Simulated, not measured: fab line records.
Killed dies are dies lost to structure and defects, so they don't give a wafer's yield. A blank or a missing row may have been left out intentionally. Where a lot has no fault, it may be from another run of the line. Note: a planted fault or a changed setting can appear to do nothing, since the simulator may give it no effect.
Which tool is to blame? + flow nandHarc + 14 lots (42 wafers sampled), 1 step of a 1159-step route

== WHAT THE GAUGES SHOWED, per wafer ==
NHARC_P_STI_INSPECT_25.
| lot  | measured    | on               | rawDefectCount |
|------|-------------|------------------|----------------|
| L458 | day 3 16:49 | defectInspect-01 | 313 323 271    |
| L457 | day 3 16:50 | defectInspect-02 | 443 207 144    |
| L459 | day 4 06:12 | defectInspect-01 | 207 147 167    |
| L460 | day 4 06:12 | defectInspect-02 | 167 173 153    |
| L461 | day 4 19:11 | defectInspect-01 | 301 577 246    |
| L462 | day 4 19:11 | defectInspect-02 | 165 148 170    |
| L464 | day 5 10:41 | defectInspect-01 | 220 345 263    |
| L465 | day 5 19:32 | defectInspect-01 | 291 222 201    |
| L469 | day 7 00:35 | defectInspect-01 | 475 246 144    |
| L470 | day 7 00:35 | defectInspect-02 | 190 263 314    |
| L468 | day 7 00:35 | defectInspect-02 | 275 225 261    |
| L475 | day 7 23:11 | defectInspect-02 | 271 190 187    |
| L474 | day 7 23:11 | defectInspect-01 | 124 170 153    |
| L480 | day 9 06:31 | defectInspect-01 | 302 346 337    |

== TOOL THAT RAN EACH LOT (tool first, then ch and the chambers of the sampled wafers, then the start) ==
There is no process step in the record ahead of these readings.

== WHAT THE TOOLS THEMSELVES READ (means of the sampled wafers that have a number; where no wafer has one, the mark that the record gives instead) ==
The record holds no such reading with a usual standard deviation.

== THE ANSWER, worked out from the rows above alone ==
Rule: the usual values come from the lots themselves. The widest of any qualifying gaps counts: lots, ordered by their means at a reading, are off when they make up no more than a third of the lots, leave a main group of 4 or more, and stand apart from it by 3 or more times the standard deviation of that group's means. If all means in a main group match to the digits the tables above print for the reading, that group is not used. Also off: a lot with no number at a reading for which 4 or more lots have one. Where the step has rows for the other lots, those lots are counted as sound. After the gauges, taken in route order, come the tools' own readings; for these a lot's mean is taken, as printed above. The first step at which some lot is off is used, and at that step the reading that is off furthest; a lot without a number counts as furthest.
Across all readings shown, no lot is off: no conclusion can be drawn from this.

== WHAT THE SIMULATOR PUT IN ==
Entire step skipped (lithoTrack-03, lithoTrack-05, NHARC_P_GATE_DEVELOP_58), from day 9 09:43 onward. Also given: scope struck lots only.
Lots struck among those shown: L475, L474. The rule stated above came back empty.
